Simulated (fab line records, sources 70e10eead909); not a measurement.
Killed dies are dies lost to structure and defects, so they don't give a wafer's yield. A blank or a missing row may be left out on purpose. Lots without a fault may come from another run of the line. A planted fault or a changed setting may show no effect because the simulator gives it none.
fab line records | flow nand_harc
record lots=6 wafers=17 last_day=25
route steps=1159 shown A_SGD_CUT@768 A_SLIT@779 A_SIN_REMOVE@804 A_WL_FILL@809 END@1159
lots that met no fault: from a run of the same line without faults
start_h: hours from the record's first day to the start of the lot's first wafer shown | wait_h: hours since the lot's step before | " the same as in the row above | L1.1+2: a row that stands for several wafers | - no value, or no start given | * or withheld: withheld | < > ~ a bound
route shown NAME@n: a module of which the file shows steps, and the number in the route of the first | usual: mean/standard deviation of fault-free wafers | same: alike in all rows | chamber/n: place in a boat | sites: the reading at each site | _std_site: their standard deviation | _edge_site: outer sites' mean less inner sites' | radius_mm: how far each site lies from the wafer's centre | mask NAME#n: copy n | behind: the tool/chamber that last shaped the wafer | hold: why the lot was held/for how many hours/how that ended | device: the transistor (n, p or np) that didn't switch | end of line: the same wafers' tests at the end of the route | a step without rows: its recipe alone | killed: dies lost to structure and defects at the first sort, not the wafer's yield | map: a wafer's dies, x killed, . not, _ none there
set.NAME: the setting as run; set.NAME@STEP: as run at that earlier step | model.NAME: the simulator's own value behind a step, which no gauge read
lots at some steps of the route; a table a step, a row a wafer
services: from which hour (start_h, from the record's first day; less than 0 if before it) a tool's chamber was out of use, for how many hours, and why
## steps
# step NHARC_A_SGD_CUT_PRECLEAN_18
# recipe time_s=* temp_c=50 bath_age_min=0 chemistry=SC1
# step NHARC_A_SGD_CUT_SRD_19
# step NHARC_A_SGD_CUT_DEP_20
# recipe target_thk_a=1500 temp_c=65 material=SiO2
# step NHARC_A_SGD_CUT_ANNEAL_27
# recipe temp_c=450 time_s=1800
# step NHARC_A_SGD_CUT_CMP_21
# recipe target_thk_nm=148.19
# step NHARC_A_SGD_CUT_THK_MEAS_22
# recipe thk_meas_gauge=ellipsometry
# usual thk_nm=147.7/1.6
# columns lot.wafer tool chamber start_h wait_h thk_nm
L654.2 film_metro-02 - 333.79 0.2 147.9
L654.3 " - " " 149.9
L654.6 " - " " 148.6
L657.3 film_metro-01 - 343.58 0.2 146.2
L657.5 " - " " 146.1
L657.6 " - " " 146.6
L658.1 film_metro-02 - 368.05 0.2 149.4
L658.3 " - " " 148.5
L658.4 " - " " 147.2
L662.1 film_metro-01 - 393.94 0.2 148.6
L662.5 " - " " 149.1
L662.6 " - " " 147.0
L671.3 film_metro-02 - 434.14 0.2 146.0
L671.5 " - " " 147.0
L673.1 film_metro-02 - 458.59 0.2 148.2
L673.3 " - " " 145.8
L673.4 " - " " 149.7
# step NHARC_A_SGD_CUT_SRD_23
# step NHARC_A_SGD_CUT_ETCH_26
# recipe target_depth_a=458 chemistry=dHF material=SiO2
# step NHARC_A_SGD_CUT_ETCHBACK_24
# recipe target_depth_a=500 over_etch_frac=0.3 time_s=92.857 ion_energy_ev=120 ch3f_flow_sccm=50 o2_flow_sccm=30 ar_flow_sccm=200 rf_w=500 bias_w=100 chemistry=CH3F/O2
# usual ch3f_flow_sccm=50.00/0.14 chamber_pressure_mTorr=24.999/0.022 drypump_motor_current_A=5.7/0.54 oes_product_au=0.96/0.038 rf_vpp_V=244.5/1.5 showerhead_plenum_p_Torr=2.46/0.082 throttle_valve_pct=20.662/0.0092
# columns lot.wafer tool chamber start_h wait_h ch3f_flow_sccm chamber_pressure_mTorr drypump_motor_current_A oes_product_au rf_hours_counter_h rf_vpp_V showerhead_plenum_p_Torr throttle_valve_pct
L654.2 rie_diel-12 3 334.11 0.2 50.10 24.972 6.0 0.95 13 244.7 2.49 20.675
L654.3 " 0 " " 50.04 24.982 6.3 0.95 12 244.2 2.37 20.655
L654.6 " 2 " " 49.91 25.029 6.2 0.96 - 246.8 2.58 20.672
L657.3 rie_diel-12 1 343.83 0.2 49.96 24.994 5.2 1.01 15 243.3 2.41 20.670
L657.5 " 3 " " 50.20 24.989 6.0 1.00 - 245.6 2.49 20.659
L657.6 " 0 " " 49.81 25.032 6.3 1.00 - 243.4 2.37 20.655
L658.4 rie_diel-12 3 368.29 0.2 50.39 24.974 6.0 0.92 17 246.0 2.49 20.649
L658.3 " 0 " " 50.04 24.964 6.3 0.91 16 242.2 2.37 20.664
L658.1 " 1 " " 50.09 25.004 5.1 0.92 17 244.9 2.41 20.677
L662.1 rie_diel-13 2 394.16 0.1 49.90 24.977 6.5 0.93 9 243.0 2.37 20.668
L662.6 " 2 " " 49.75 25.011 6.5 0.93 - 243.2 2.37 20.674
L662.5 " 1 " " 50.14 25.027 5.4 0.91 - 245.4 2.53 20.662
L671.3 rie_diel-13 3 434.41 0.2 49.92 25.006 4.8 0.99 9 246.0 2.56 20.661
L671.5 " 1 " " 50.09 25.044 5.4 0.92 - 244.2 2.53 20.671
L673.3 rie_diel-12 3 458.92 0.2 49.93 25.010 5.9 0.99 7 244.3 2.48 20.656
L673.4 " 0 " " 50.17 25.000 6.3 1.00 7 244.8 2.37 20.658
L673.1 " 1 " " 50.16 25.004 5.2 1.00 7 242.5 2.41 20.658
# step NHARC_A_SGD_CUT_STRIP_28
# recipe time_s=20 o2_flow_sccm=500 ar_flow_sccm=0 bias_w=0 chemistry=O2
# step NHARC_A_SGD_CUT_INSPECT_25
# usual raw_defect_count=295/85
# columns lot.wafer tool chamber start_h wait_h raw_defect_count
L654.2 defect_inspect-02 - 334.39 - 491
L654.3 " - " " 397
L654.6 " - " " 310
L657.3 defect_inspect-01 - 344.05 - 283
L657.5 " - " " 221
L657.6 " - " " 257
L658.1 defect_inspect-02 - 368.51 - 276
L658.3 " - " " 344
L658.4 " - " " 292
L662.1 defect_inspect-01 - 394.51 0.1 336
L662.5 " - " " 349
L662.6 " - " " 242
L671.3 defect_inspect-02 - 434.64 - 380
L671.5 " - " " 337
L673.1 defect_inspect-01 - 459.20 - 254
L673.3 " - " " 263
L673.4 " - " " 248
# step NHARC_A_SLIT_DEP_25
# recipe target_thk_a=2000 temp_c=400 pressure_torr=6.5 rf_w=900 teos_flow_sccm=161.4 flow_sccm=2650 target_thk_nm=200 gas=O2 material=SiO2
# usual heater_power_w=555/87 mfc_precursor_sccm=161.3/0.53 throttle_valve_pct=15.7/0.47
# columns lot.wafer tool chamber start_h wait_h heater_power_w mfc_precursor_sccm throttle_valve_pct
L654.3 pecvd-03 2 334.86 0.5 505 161.8 15.9
L654.2 " 1 " " 466 161.2 16.1
L654.6 " 1 " " 494 159.8 15.8
L657.3 pecvd-03 0 344.23 0.2 514 161.4 15.6
L657.5 " 1 " " 446 160.1 15.9
L657.6 " 2 " " 547 162.7 15.7
L658.3 pecvd-04 1 368.58 0.1 503 160.9 16.7
L658.1 " 2 " " 698 160.9 15.6
L658.4 " 1 " " 517 161.8 16.9
L662.1 pecvd-02 2 394.58 0.1 505 161.6 15.1
L662.6 " 2 " " 494 162.2 15.2
L662.5 " 1 " " 647 160.6 16.2
L671.3 pecvd-03 2 434.79 0.1 490 161.2 16.1
L671.5 " 1 " " 466 161.6 16.2
L673.3 pecvd-02 0 459.31 0.1 590 161.3 15.6
L673.1 " 1 " " 704 161.6 16.2
L673.4 " 1 " " 716 161.8 16.1
# step NHARC_A_SLIT_DEP_00
# recipe target_thk_a=32000 temp_c=400 material=aC
# usual throttle_valve_pct=35.000/0.0096
# columns lot.wafer tool chamber start_h wait_h throttle_valve_pct
L654.2 acl_dep-01 0 337.58 - 35.007
L654.3 " 0 " " 35.010
L654.6 " 0 " " 34.999
L657.3 acl_dep-02 0 345.14 - 35.011
L657.5 " 0 " " 34.998
L657.6 " 0 " " 35.007
L658.1 acl_dep-03 0 368.92 - 35.017
L658.3 " 0 " " 35.006
L658.4 " 0 " " 34.996
L662.1 acl_dep-03 0 396.78 - 35.008
L662.5 " 0 398.09 - 34.998
L662.6 " 0 " " 35.004
L671.3 acl_dep-01 0 439.08 - 34.995
L671.5 " 0 " " 35.005
L673.1 acl_dep-01 0 460.18 - 34.999
L673.3 " 0 " " 34.995
L673.4 " 0 " " 35.017
# step NHARC_A_SLIT_DEP_23
# recipe target_thk_a=1000 target_thk_nm=100 temp_c=400 pressure_torr=3.5 flow_sccm=200 rf_w=350 material=SiON
# step NHARC_A_SLIT_DEHYDRATE_01
# recipe temp_c=150 time_s=120
# step NHARC_A_SLIT_HMDS_02
# recipe time_s=30
# step NHARC_A_SLIT_COAT_03
# recipe spin_rpm=1500 resist_thk_nm=90
# step NHARC_A_SLIT_SOFTBAKE_04
# recipe temp_c=105 time_s=55
# step NHARC_A_SLIT_EBR_05
# step NHARC_A_SLIT_EXPOSE_06
# recipe na=1.35 dose_mj=60.82 mask_id=SLIT
# step NHARC_A_SLIT_PEB_07
# recipe peb_temp_c=100 peb_time_s=65
# step NHARC_A_SLIT_DEVELOP_08
# recipe develop_time_s=35 dev_temp_c=23
# step NHARC_A_SLIT_CD_MEAS_09
# recipe target_cd_nm=300 landing_energy_ev=500
# usual cd_nm=299.8/0.52
# columns lot.wafer tool chamber start_h wait_h cd_nm
L654.2 cd_sem-01 0 339.96 - 300.4
L654.3 " 0 " " 300.4
L654.6 " 0 " " 300.4
L657.3 cd_sem-02 0 347.16 - 299.7
L657.5 " 0 " " 299.1
L657.6 " 0 " " 299.7
L658.1 cd_sem-03 0 371.60 - 300.4
L658.3 " 0 " " 299.1
L658.4 " 0 " " 299.8
L662.1 cd_sem-02 0 399.44 - 299.6
L662.5 " 0 " " 299.7
L662.6 " 0 " " 299.8
L671.3 cd_sem-03 0 441.11 - 300.2
L671.5 " 0 " " 300.6
L673.1 cd_sem-01 0 462.89 - 299.5
L673.3 " 0 " " 300.2
L673.4 " 0 " " 300.0
# step NHARC_A_SLIT_OVL_MEAS_10
# usual overlay_x_nm=-0.2/0.72 overlay_y_nm=0.2/0.75
# columns lot.wafer tool chamber start_h wait_h overlay_x_nm overlay_y_nm
L654.2 overlay-02 - 340.04 - 0.1 -0.4
L654.3 " - " " -0.3 0.2
L654.6 " - " " 0.2 -0.3
L657.3 overlay-01 - 347.24 - -0.2 0.7
L657.5 " - " " -0.1 0.6
L657.6 " - " " -0.3 0.5
L658.1 overlay-01 - 371.69 - -0.8 -1.1
L658.3 " - " " -0.9 -1.3
L658.4 " - " " -1.2 -1.7
L662.1 overlay-02 - 399.53 - 1.4 -1.6
L662.5 " - " " 0.8 -0.8
L662.6 " - " " 1.1 -1.4
L671.3 overlay-01 - 441.19 - 0.5 -0.2
L671.5 " - " " 0.0 0.2
L673.1 overlay-01 - 462.98 - 0.3 0.7
L673.3 " - " " 0.7 0.8
L673.4 " - " " 0.4 0.6
# step NHARC_A_SLIT_INSPECT_11
# usual raw_defect_count=20/9.7
# columns lot.wafer tool chamber start_h wait_h raw_defect_count
L654.2 defect_inspect-02 - 340.08 0.0 24
L654.3 " - " " 29
L654.6 " - " " 32
L657.3 defect_inspect-02 - 347.28 0.0 15
L657.5 " - " " 19
L657.6 " - " " 18
L658.1 defect_inspect-01 - 371.73 0.0 14
L658.3 " - " " 25
L658.4 " - " " 23
L662.1 defect_inspect-02 - 399.57 0.0 17
L662.5 " - " " 25
L662.6 " - " " 15
L671.3 defect_inspect-02 - 441.23 0.0 34
L671.5 " - " " 37
L673.1 defect_inspect-02 - 463.02 0.0 8
L673.3 " - " " 14
L673.4 " - " " 12
# step NHARC_A_SLIT_DESCUM_14
# recipe time_s=3 o2_flow_sccm=200 ar_flow_sccm=0 bias_power_w=0 chemistry=O2
# usual chamber_pressure_mTorr=60.00/0.055 drypump_motor_current_A=5.9/0.36 oes_product_au=1.000/0.0096 rf_vpp_V=57.8/0.82 showerhead_plenum_p_Torr=1.95/0.069 throttle_valve_pct=11.312/0.0088
# columns lot.wafer tool chamber start_h wait_h chamber_pressure_mTorr drypump_motor_current_A oes_product_au rf_hours_counter_h rf_vpp_V showerhead_plenum_p_Torr throttle_valve_pct
L654.2 rie_diel-07 3 340.16 0.1 59.93 6.3 1.005 6 57.0 1.91 11.314
L654.3 " 0 " " 59.93 5.4 0.993 6 56.6 1.94 11.322
L654.6 " 1 " " 60.01 5.2 0.994 - 58.4 2.05 11.327
L657.3 rie_diel-11 1 347.34 0.1 59.98 6.1 0.988 9 57.4 1.93 11.314
L657.5 " 1 " " 59.92 6.1 0.983 - 57.8 1.93 11.303
L657.6 " 2 " " 59.98 6.5 1.001 - 58.2 1.90 11.323
L658.1 rie_diel-07 2 371.79 0.1 60.00 5.6 1.004 9 58.6 1.95 11.293
L658.4 " 0 " " 59.97 5.4 0.990 10 56.8 1.94 11.304
L658.3 " 1 " " 60.04 5.2 0.986 9 57.4 2.05 11.321
L662.1 rie_diel-01 1 399.65 0.1 60.10 6.1 1.005 6 58.2 2.04 11.313
L662.5 " 0 " " 60.05 6.1 0.995 - 56.1 1.81 11.312
L662.6 " 1 " " 59.91 6.1 1.009 - 59.6 2.04 11.309
L671.3 rie_diel-11 1 441.29 0.1 59.98 6.1 0.992 3 56.0 1.93 11.321
L671.5 " 2 " " 60.04 6.6 1.009 - 58.8 1.90 11.323
L673.4 rie_diel-01 2 463.09 0.1 60.02 5.9 0.993 10 58.9 1.99 11.334
L673.1 " 3 " " 60.01 5.6 1.011 11 57.2 1.94 11.310
L673.3 " 0 " " 60.06 6.1 1.005 12 57.5 1.80 11.302
# step NHARC_A_SLIT_ETCH_24
# recipe target_depth_a=1210 time_s=60.5 cf4_flow_sccm=100 chf3_flow_sccm=30 ar_flow_sccm=0 rf_w=500 bias_w=200 chemistry=CF4/CHF3
# step NHARC_A_SLIT_ETCH_15
# recipe target_depth_a=32000 over_etch_frac=0.3 time_s=832 ion_energy_ev=150 o2_flow_sccm=400 cos_flow_sccm=20 ar_flow_sccm=0 rf_w=500 bias_w=300 chemistry=O2/COS
# step NHARC_A_SLIT_ETCH_17
# recipe bias_v=900 source_w=withheld pressure_mtorr=20 ar_flow_sccm=375 c4f8_flow_sccm=83.3 o2_flow_sccm=41.7 time_s=1687.5 target_depth_a=1.01e+05 chemistry=C4F8/O2/Ar
# step NHARC_A_SLIT_ETCH_26
# recipe bias_v=400 source_w=2000 pressure_mtorr=25 time_s=90 ar_flow_sccm=375 c4f8_flow_sccm=41.7 o2_flow_sccm=83.3 target_depth_a=4000 chemistry=C4F8/O2/Ar
# usual c4f8_flow_sccm=41.68/0.14 chamber_pressure_mTorr=24.998/0.023 drypump_motor_current_A=5.7/0.34 showerhead_plenum_p_Torr=3.72/0.12 throttle_valve_pct=27.619/0.0076
# columns lot.wafer tool chamber start_h wait_h c4f8_flow_sccm chamber_pressure_mTorr drypump_motor_current_A rf_hours_counter_h showerhead_plenum_p_Torr throttle_valve_pct
L654.2 har_etch-02 1 343.35 1.0 41.50 24.983 6.3 182 3.61 27.623
L654.3 " 1 " " 41.55 24.983 6.3 - 3.61 27.606
L654.6 " 1 " " 41.54 24.969 6.3 - 3.61 27.630
L657.3 har_etch-02 0 349.68 0.6 41.65 24.968 5.4 - 3.87 27.609
L657.6 " 1 " " 41.61 24.945 6.2 - 3.61 27.622
L657.5 " 0 " " 41.90 25.026 5.4 - 3.87 27.616
L658.1 har_etch-02 1 379.00 1.3 41.87 24.991 6.3 200 3.60 27.625
L658.4 " 1 " " 41.66 24.964 6.3 - 3.60 27.617
L658.3 " 0 " " 41.59 24.998 5.4 - 3.86 27.624
L662.1 har_etch-02 0 402.14 1.3 41.66 24.993 5.4 212 3.86 27.620
L662.6 " 0 " " 41.74 24.960 5.4 - 3.86 27.619
L662.5 " 1 " " 41.93 25.009 6.3 - 3.59 27.610
L671.3 har_etch-01 0 449.26 0.8 41.99 25.002 5.6 - 3.80 27.597
L671.5 " 0 " " 41.61 24.989 5.6 - 3.80 27.618
L673.1 har_etch-02 1 468.00 1.2 41.81 25.000 6.3 240 3.58 27.625
L673.4 " 1 " " 41.66 25.041 6.3 - 3.58 27.625
L673.3 " 0 " " 41.77 25.009 5.4 - 3.84 27.619
# step NHARC_A_SLIT_STRIP_28
# recipe o2_flow_sccm=400 cos_flow_sccm=20 ar_flow_sccm=0 bias_w=0 chemistry=O2/COS
# step NHARC_A_SLIT_ETCH_29
# recipe target_depth_a=1000 overetch_a=100 time_s=55 ion_energy_ev=100 cf4_flow_sccm=80 o2_flow_sccm=20 ar_flow_sccm=0 rf_w=300 bias_w=100 chemistry=CF4/O2
# step NHARC_A_SLIT_STRIP_18
# recipe o2_flow_sccm=500 ar_flow_sccm=0 bias_w=0 chemistry=O2
# step NHARC_A_SLIT_PRECLEAN_19
# recipe time_s=* temp_c=50 bath_age_min=0 chemistry=SC1
# step NHARC_A_SLIT_SRD_20
# step NHARC_A_SLIT_CD_MEAS_21
# usual cd_nm=289.8/0.69
# columns lot.wafer tool chamber start_h wait_h cd_nm
L654.2 cd_sem-02 - 344.48 - 288.9
L654.3 " - " " 288.0
L654.6 " - " " 287.6
L657.3 cd_sem-03 - 350.74 - 289.7
L657.5 " - " " 290.4
L657.6 " - " " 289.2
L658.1 cd_sem-02 - 380.15 - 289.7
L658.3 " - " " 290.4
L658.4 " - " " 290.8
L662.1 cd_sem-01 - 403.29 - 289.1
L662.5 " - " " 289.9
L662.6 " - " " 289.5
L671.3 cd_sem-03 - 450.34 - 289.3
L671.5 " - " " 290.2
L673.1 cd_sem-01 - 469.16 - 289.8
L673.3 " - " " 289.5
L673.4 " - " " 290.9
# step NHARC_A_SIN_REMOVE_WET_00
# recipe temp_c=160 time_s=15300 chemistry=H3PO4
# step NHARC_A_SIN_REMOVE_PRECLEAN_01
# recipe time_s=* temp_c=50 bath_age_min=0 chemistry=SC1
# step NHARC_A_SIN_REMOVE_SRD_02
# step NHARC_A_SIN_REMOVE_INSPECT_04
# usual raw_defect_count=282/78
# columns lot.wafer tool chamber start_h wait_h raw_defect_count
L654.2 defect_inspect-01 - 352.20 0.0 436
L654.3 " - " " 350
L654.6 " - " " 319
L657.3 defect_inspect-01 - 358.46 0.0 275
L657.5 " - " " 233
L657.6 " - " " 199
L658.1 defect_inspect-01 - 387.79 0.0 312
L658.3 " - " " 371
L658.4 " - " " 326
L662.1 defect_inspect-02 - 409.17 0.0 290
L662.5 " - " " 227
L662.6 " - " " 231
L673.1 defect_inspect-02 - 476.74 0.0 308
L673.4 " - " " 260
# step NHARC_A_WL_FILL_ALD_00
# recipe target_thk_a=30 pulse_time_s=3 ald_cycles=30 temp_c=300 material=Al2O3
# usual heater_power_w=482/37 precursor_pulse_height_rel=0.999/0.019
# columns lot.wafer tool chamber start_h wait_h heater_power_w precursor_pulse_height_rel
L654.2 ald_hk-01 2 352.27 0.1 513 0.983
L654.3 " 0 " " 455 0.957
L654.6 " 3 " " 480 0.999
L657.3 ald_hk-04 1 358.58 0.1 449 1.019
L657.6 " 3 " " 531 1.027
L657.5 " 0 " " 454 0.994
L658.3 ald_hk-04 3 387.86 0.1 527 1.000
L658.1 " 1 " " 436 0.997
L658.4 " 2 " " 453 0.987
L662.1 ald_hk-04 1 410.45 1.3 440 0.957
L662.6 " 1 " " 449 0.994
L662.5 " 2 " " 450 0.998
L673.1 ald_hk-03 2 476.80 0.1 481 0.985
L673.4 " 0 " " 427 1.012
# step NHARC_END_SORT_01
# recipe temp_c=25
# usual killed_at_array=29/11 killed_at_other=0.5/0.8 killed_at_periphery=3.5/2.8 killed_dies=33/12 killed_open=3.1/1.8 killed_short=1.8/1.4
# same gross_dies=677
# columns lot.wafer tool chamber start_h wait_h killed_at_array killed_at_other killed_at_periphery killed_dies killed_open killed_short
L657.3 prober-01 0 487.83 3.1 25 0 2 27 4 3
L657.5 prober-01 0 489.45 3.7 32 0 0 32 0 4
L657.6 prober-01 0 490.26 4.0 30 0 1 31 3 2
L662.1 prober-02 0 512.35 2.5 29 1 5 35 7 4
L662.5 prober-02 0 515.56 3.7 33 0 0 33 3 4
L662.6 prober-02 0 516.36 4.0 40 1 1 42 1 0
L671.3 prober-01 0 586.15 3.1 545 0 1 546 4 1
L671.5 prober-01 0 587.76 3.7 538 2 4 544 2 0
L673.1 prober-01 0 592.38 2.5 43 0 5 48 7 1
L673.3 prober-01 0 593.96 3.1 549 0 6 555 4 4
L673.4 prober-01 0 594.75 3.4 33 0 6 39 3 1
# killed by level:class
L657.3 A_SLIT:chamber_film_flake=9 A_ZERO_WELL:chamber_film_flake=3 A_CHANNEL_HOLE_D1:chamber_film_flake=3 A_CONTACT:chamber_film_flake=3 P_CONTACT:geometric_particle:open=2 A_CHANNEL_FILL_D1:geometric_particle:short=2 A_SGD_CUT:chamber_film_flake=2 A_CONTACT:geometric_particle:short=1
L657.5 A_SLIT:chamber_film_flake=13 A_CHANNEL_HOLE_D1:chamber_film_flake=5 A_CONTACT:chamber_film_flake=5 A_SGD_CUT:chamber_film_flake=3 A_STAIRCASE:chamber_film_flake=2 A_ONON_D1:geometric_particle:short=1 A_CHANNEL_FILL_D1:geometric_particle:short=1 A_SGD_CUT:geometric_particle:short=1
L657.6 A_SLIT:chamber_film_flake=10 A_SGD_CUT:chamber_film_flake=5 A_CONTACT:chamber_film_flake=4 A_STAIRCASE:chamber_film_flake=3 A_CHANNEL_FILL_D1:geometric_particle:open=2 A_CHANNEL_HOLE_D1:chamber_film_flake=2 A_CHANNEL_FILL_D1:geometric_particle:short=1 A_WL_FILL:geometric_particle:open=1
L662.1 A_SLIT:chamber_film_flake=10 A_CHANNEL_HOLE_D1:chamber_film_flake=4 A_CONTACT:chamber_film_flake=4 A_CONTACT:geometric_particle:open=3 P_GATE:geometric_particle:open=2 P_M2:geometric_particle:open=1 A_ONON_D1:geometric_particle:short=1 A_CHANNEL_HOLE_D1:geometric_particle:short=1
L662.5 A_SLIT:chamber_film_flake=14 A_CHANNEL_HOLE_D1:chamber_film_flake=6 A_STAIRCASE:chamber_film_flake=4 A_CHANNEL_FILL_D1:geometric_particle:short=2 A_ONON_D1:geometric_particle:open=1 A_ONON_D1:geometric_particle:short=1 A_SGD_CUT:geometric_particle:open=1 A_SGD_CUT:geometric_particle:short=1
L662.6 A_SLIT:chamber_film_flake=19 A_CHANNEL_HOLE_D1:chamber_film_flake=6 A_CONTACT:chamber_film_flake=6 A_STAIRCASE:chamber_film_flake=5 A_M1:chamber_film_flake=4 P_STI:geometric_particle:open=1 THIN_TSV:chamber_film_flake=1
L671.3 A_SLIT:area_dep=514 A_CHANNEL_HOLE_D1:chamber_film_flake=20 A_CONTACT:chamber_film_flake=5 A_ONON_D1:geometric_particle:open=2 A_STAIRCASE:chamber_film_flake=2 P_M1:geometric_particle:open=1 A_CHANNEL_HOLE_D1:geometric_particle:short=1 A_CONTACT:geometric_particle:open=1
L671.5 A_SLIT:area_dep=510 A_CHANNEL_HOLE_D1:chamber_film_flake=20 A_CONTACT:chamber_film_flake=5 P_STI:chamber_film_flake=2 THIN_TSV:chamber_film_flake=2 P_GATE:geometric_particle:open=1 A_CONTACT:geometric_particle:open=1 P_GATE:chamber_film_flake=1
L673.1 A_SLIT:chamber_film_flake=20 A_CONTACT:chamber_film_flake=12 P_ZERO_WELL:chamber_film_flake=4 A_ONON_D1:geometric_particle:open=2 A_WL_FILL:geometric_particle:open=2 A_STAIRCASE:chamber_film_flake=2 A_CHANNEL_HOLE_D1:geometric_particle:open=1 A_WL_FILL:geometric_particle:short=1
L673.3 A_SLIT:area_dep=497 A_SLIT:chamber_film_flake=26 A_CONTACT:chamber_film_flake=10 A_CHANNEL_HOLE_D1:chamber_film_flake=5 P_ZERO_WELL:chamber_film_flake=3 A_CHANNEL_FILL_D1:chamber_film_flake=2 A_STAIRCASE:chamber_film_flake=2 P_M0:geometric_particle:open=1
L673.4 A_SLIT:chamber_film_flake=21 A_CONTACT:chamber_film_flake=8 P_STI:chamber_film_flake=2 A_CHANNEL_HOLE_D1:chamber_film_flake=2 P_GATE:geometric_particle:open=1 P_CONTACT:geometric_particle:open=1 P_M0:geometric_particle:open=1 A_CONTACT:geometric_particle:short=1
# map L671.3 (x killed, . not)
____________.____________
_________....xx._________
_______....x......_______
______....x.xxxxxx.______
_____..xxxxx.xx....._____
____.x.x.xxxxxxx..x.x____
____.x...xxxxxx.x..xx____
___.x.xxxxxx.xxxx.xx..___
___.x.xxxxxxxxxxxx.x.x___
__xx.xxxxxxxxxxxxxxxx..__
__xxxxxxxxxxxxxxxxxxx..__
_xxxxxxxxxxxxxxxxxxxx.x._
_xx.xxxxxxxxxxxxxxxxxxx._
_..xxxxxxxxxxxxxxxxxx.xx_
_..xxxxxxxxxxxxxxxxxx.xx_
_x.xxxxxxxxxxxxxxxxxxx.._
..xx.xxxxxxxxxxxxxxxxxx..
.xxxxxxxxxxxxxxxxxxxxxxx.
.xxxxxxxxxxxxxxxxxxxxxx..
xxxxxxxxxxxxxxxxxxxxxxxx.
..xxxxxxxxxxxxxxxxxxxxxx.
_xxxxxxxxxxxxxxxxxxxxx.x_
_.xxxxxxxxxxxxxxxxxxxx.x_
_..xxxxxxxxxxxxxxxxxxxxx_
_.xxxxxxxxxxxxxxxxxxxxx._
_.xxxxxxxxxxxxxxxxxxxx.._
__xxxxxxxxxxxxxxxxxxxxx__
__x.xxxxxxxxxxxxxxxxx..__
___..xxxxxxxxxxxxxxx..___
___xxxxxx.xxxxxxxxxxx.___
____xxxxxxxxx.x.xxx..____
____.x.xxxxxxxxxxx..x____
_____..xxxx.xxxxxx.x_____
______.xxxxxxx..xx.______
_______.x....xx.x._______
_________.xxx..._________
____________x____________
# map L673.3 (x killed, . not)
____________.____________
_________x.....x_________
_______x..x...x.x._______
______xx.....xx.xxx______
_____....xxxxx.x.x.x_____
____x..x..x.xx.x...x.____
____x.xxxxxx.x.x....x____
___xxxx.x..xx..xxx..x.___
___.xxxx.xxxxxxx.xxxx.___
__...x.xxxxxxxxxxxxxxx.__
__x.x.xxxxx.xxxx.xx.xx.__
_.xxxxxx.xxxxxxxxxxxx.x._
_xxxxxxxxxxxxxxxxx.x.x.._
_xxxx.xx.xxxxxxxxxxxxx.._
_xxxxx.xxxxxxxxxxxxxxxxx_
_xx..xxxxxxxxxxx.x.xxxx._
.xxxxx.xxxxxxxxxx.x..x.x.
xxxxxxxxxxxxxxxxxxxxxxx..
xxxxxxxxxxxxxxxxxxxxxx.xx
xxxxxxxxxxxxxxxxxxxxxxxx.
xxxxxxxxxxxxxxxxxxxxxx.xx
_xxxxxxxxxxxxxxxxxxx.xxx_
_xxxx.xxxxxxxxxx.xxx.x.x_
_xxx.xxxxxxxxxxxxxx.xx.x_
_.xxxxxxxxxxxxxxxxxxxxxx_
_x.xxx.xxxxxx.xxxxxx.xx._
__xxxxxx..xxx.xxxxxxxxx__
__xxxxxxxxxxxxxxxxxxx.x__
___xxxxxxxxxxxxxxxx.xx___
___xxxxxxxxxxxxxxxx.xx___
____xxxxx.xxxxxxxxxxx____
____xx.xxxxxxxxxxxxxx____
_____xxxxxxxxxxxxx.x_____
______xx.xxxxxxxxxx______
_______xx.xxxxxxx._______
_________xxxxxxx_________
____________x____________
## services
# columns tool chamber start_h hours kind
rie_diel-01 3 310.21 17.1 repair
rie_diel-01 - 314.81 9.0 pm
rie_diel-11 2 320.54 7.2 repair
rie_diel-13 0 323.08 1.8 repair
pecvd-02 - 323.35 0.2 repair
pecvd-02 - 334.00 13.0 pm
pecvd-02 - 348.18 0.7 repair
ald_hk-04 - 364.00 10.0 pm
rie_diel-01 2 365.97 2.5 repair
pecvd-03 1 366.30 12.8 repair
rie_diel-11 - 370.55 9.0 pm
rie_diel-12 - 379.40 9.0 pm
rie_diel-07 2 380.41 4.0 repair
rie_diel-01 2 395.12 9.2 repair
rie_diel-12 3 398.60 5.4 repair
acl_dep-03 - 405.21 13.0 pm
rie_diel-07 - 405.87 9.0 pm
rie_diel-01 2 416.40 4.7 repair
rie_diel-01 - 416.71 0.8 repair
rie_diel-07 1 418.10 3.7 repair
rie_diel-01 - 420.57 4.6 repair
pecvd-03 1 436.33 12.3 repair
rie_diel-07 - 448.81 8.6 repair
pecvd-03 - 473.23 13.0 pm
## key
first_sign step=NHARC_END_SORT_01 reading=killed_at_array direction=up sigmas=46 usual=29 struck=544
effect step=NHARC_END_SORT_01 reading=killed_dies direction=up sigmas=43 usual=33 struck=548
more_kills_born_at NHARC_A_SLIT_DEP_00@acl_dep-01=1521
met_at NHARC_A_SLIT_DEP_00
struck_wafers L671.3,L671.5,L673.3
later_rows_left_out L671.3,L671.5,L673.3
tester_left_out L671,L673
onset_between 337.58 439.08
fault kind=process_parameter_drift tool=acl_dep-01 chamber=- onset_h=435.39 steps=NHARC_A_SLIT_DEP_00 channel=target_thk_a offset=* shape=step end_h=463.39 scope=struck_wafers_only acts_in=* stated=*
# tester_left_out: of these lots the tester's yield and bins aren't shown, on N5 and GAA mostly nor the transistor test; their killed dies are dies lost to structure and defects alone, not to doping, threshold or leakage, so they don't give the yield
# later_rows_left_out: the simulator's readings of these wafers behind a module that went badly wrong aren't trusted and aren't shown, but for the sort
